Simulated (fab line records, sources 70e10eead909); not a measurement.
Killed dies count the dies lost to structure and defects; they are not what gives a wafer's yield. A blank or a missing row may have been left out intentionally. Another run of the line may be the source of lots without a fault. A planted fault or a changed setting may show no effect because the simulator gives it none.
2 desks looking at one fault | flow nand_harc | numbers are kept per desk, each desk with only its own; the story behind them comes last

## FROM THE METROLOGY DESK
Means of the sampled wafers that have a number, per lot and without regard to the tool the lot ran on: this is what the gauges read. A lot is out of limits, marked OUT, if its mean lies more than 4 standard deviations from the usual mean; the brackets give that distance.
Columns: A = trench_depth_nm at NHARC_P_STI_OCD_MEAS_43, usual 303 nm; B = trench_foot_cd_nm at NHARC_P_STI_OCD_MEAS_43, usual 158.7 nm
lot  | first seen here | A   | B
L220 | day 3 07:20     | 301 | 159.4
L222 | day 4 05:51     | 302 | 158.6
L224 | day 4 22:25     | 303 | 156.6
L225 | day 5 10:17     | 307 | 159.3
L227 | day 6 05:55     | 304 | 159.5
L228 | day 6 15:26     | 305 | 156.7
L229 | day 6 23:52     | 306 | 160.2
L232 | day 8 06:02     | 307 | 152.3
L236 | day 9 22:13     | 305 | 157.9
L237 | day 10 10:08    | 304 | 156.7
L241 | day 12 02:36    | 306 | 158.2
L242 | day 12 13:59    | 301 | 158.7
This desk found nothing out of limits on any of the 12 lots.

## DESK OF THE TOOL OWNER: krf_scanner-04
The tool's own readings at NHARC_P_GATE_EXPOSE_08 (exposes mask P HV): means of the sampled wafers that have a number, for each lot that ran on this tool. A lot is out of limits, marked OUT, if its mean lies more than 4 standard deviations from the usual mean; the brackets give that distance.
Columns: A = exposure_dose_mJ_cm2 at NHARC_P_GATE_EXPOSE_08, usual 16.746
lot  | first seen here | A
L220 | day 4 20:20     | 16.739
L222 | day 5 14:52     | 16.756
L229 | day 8 09:32     | 16.744
L232 | day 9 17:10     | 16.737
L236 | day 11 08:46    | 16.374 (-25) OUT
L237 | day 11 20:52    | 16.390 (-24) OUT
L241 | day 13 16:41    | 16.388 (-24) OUT
Finding of this desk: L236, L237, L241 out of limits; the first was L236 at day 11 08:46, on exposure_dose_mJ_cm2 at NHARC_P_GATE_EXPOSE_08. Within limits: L220, L222, L229, L232.

## BROUGHT TOGETHER
The tool owner's desk could have raised an alarm at day 11 08:46, on L236, L237, L241.
From the metrology desk's view, nothing was out of limits.
The metrology desk holds a record of L236, L237, L241, inside its limits.
All the named lots went through NHARC_P_GATE_EXPOSE_08 on krf_scanner-04.

## WHAT HAD BEEN PUT IN BY THE SIMULATOR
Drift in process parameters on krf_scanner-04 at NHARC_P_GATE_EXPOSE_08, starting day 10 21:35. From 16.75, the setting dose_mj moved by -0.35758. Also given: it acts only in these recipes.
Struck lots among those shown: L236, L237, L241.
Hours from the fault's start to each desk's first reading out of limits: the tool owner's desk, 11.
